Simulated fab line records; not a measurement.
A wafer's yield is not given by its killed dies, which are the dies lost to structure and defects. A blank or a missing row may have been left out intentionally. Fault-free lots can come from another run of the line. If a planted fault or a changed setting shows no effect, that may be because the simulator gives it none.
Chamber matching	flow nandHarc	NHARC_A_CONTACT_DEP_29 on pecvd-02: 3 sister chambers
The step deposits SiON, target thk 100 nm. 6 wafers are shown with their chamber, then 11 later ones without.

WAFERS, EACH WITH ITS CHAMBER
wafer	chamber	heaterPowerW (W)	rfFwdPowerW (W)
L087.5	2	596	348.4
L087.6	0	780	349.6
L088.3	1	833	349.1
L088.5	2	718	349.5
L088.6	1	825	349.3
L091.2	0	698	347.7

WAFERS MISSING THEIR CHAMBER
wafer	heaterPowerW (W)	rfFwdPowerW (W)
L091.4	673	348.6
L091.5	725	347.8
L090.1	710	348.9
L090.2	710	351.1
L090.5	738	347.7
L093.1	767	347.9
L093.4	711	348.2
L093.6	768	347.4
L094.3	656	350.0
L094.4	645	350.0
L094.5	781	348.0

CHAMBER TAKEN BY EACH
wafer	from the rows above	in truth
L091.4	can't be placed: 2 or 0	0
L091.5	can't be placed: 0 or 2 or 1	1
L090.1	can't be placed: 0 or 2 or 1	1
L090.2	can't be placed: 2 or 0 or 1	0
L090.5	can't be placed: 0 or 2 or 1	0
L093.1	can't be placed: 0 or 1 or 2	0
L093.4	can't be placed: 0 or 2 or 1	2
L093.6	can't be placed: 0 or 1 or 2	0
L094.3	can't be placed: 2 or 0 or 1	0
L094.4	can't be placed: 2 or 0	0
L094.5	can't be placed: 0 or 1 or 2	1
0 of 11 placed correctly. Unplaceable from these rows: 11, with the true chamber sitting among the candidates in 11. 0 placed wrongly.
How it was worked out, from the rows above alone: a wafer's distance from a chamber is the root of the sum, over the readings, of the square of ((its reading less the chamber's mean) divided by the reading's scatter). The wafer belongs to the nearest chamber; if the next one is less than 2 further off, it can't be placed. A chamber's mean is the mean of its shown wafers. The scatter: the root of (the sum of the squares of (reading less its chamber's mean) over the shown wafers, divided by (wafers less chambers)).
